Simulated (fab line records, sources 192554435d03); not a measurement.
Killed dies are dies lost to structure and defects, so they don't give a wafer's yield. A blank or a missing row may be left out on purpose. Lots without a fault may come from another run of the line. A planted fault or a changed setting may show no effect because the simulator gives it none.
Chamber matching | flow n5_finfet | N5_BEOL_M8_CURE_75 on uv_cure-01: 3 sister chambers
The step cures SiCOH lowk, time 120 s. 6 wafers are shown with their chamber, then 10 later ones without.

WAFERS WITH THEIR CHAMBER
wafer  | chamber | wafer_temp_C_max | lamp_power_pct (%)
L084.2 | 0       | 372.2            | 52.35
L084.3 | 0       | 371.3            | 52.42
L090.5 | 1       | 372.6            | 52.23
L090.6 | 1       | 371.5            | 52.18
L092.1 | 2       | 371.7            | 52.35
L092.2 | 2       | 371.2            | 52.33

WAFERS WITHOUT THEIR CHAMBER
wafer  | wafer_temp_C_max | lamp_power_pct (%)
L092.5 | 371.7            | 52.24
L093.1 | 372.1            | 52.26
L093.3 | 371.5            | 52.29
L093.4 | 371.6            | 52.28
L093.2 | 371.8            | 52.26
L093.5 | 372.2            | 52.31
L093.6 | 371.1            | 52.21
L095.1 | 372.0            | 52.37
L095.2 | 371.4            | 52.23
L095.3 | 372.8            | 52.31

WHICH CHAMBER EACH WENT THROUGH
wafer  | from the rows above          | in truth
L092.5 | can't be placed: 1 or 2      | 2
L093.1 | can't be placed: 1 or 2 or 0 | 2
L093.3 | can't be placed: 2 or 1 or 0 | 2
L093.4 | can't be placed: 2 or 1 or 0 | 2
L093.2 | can't be placed: 1 or 2 or 0 | 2
L093.5 | can't be placed: 2 or 0 or 1 | 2
L093.6 | 1                            | 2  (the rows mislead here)
L095.1 | can't be placed: 0 or 2      | 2
L095.2 | can't be placed: 1 or 2      | 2
L095.3 | can't be placed: 2 or 0 or 1 | 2
Placed correctly: 0 of 10. Can't be placed from these rows: 9 (the true chamber is among the candidates in 9). Placed wrongly: 1.
How it was worked out, from the rows above alone: a wafer's distance from a chamber is the root of the sum, over the readings, of the square of ((its reading less the chamber's mean) divided by the reading's scatter). The wafer belongs to the nearest chamber; if the next one is less than 2 further off, it can't be placed. A chamber's mean is the mean of its shown wafers. The scatter: the root of (the sum of the squares of (reading less its chamber's mean) over the shown wafers, divided by (wafers less chambers)).
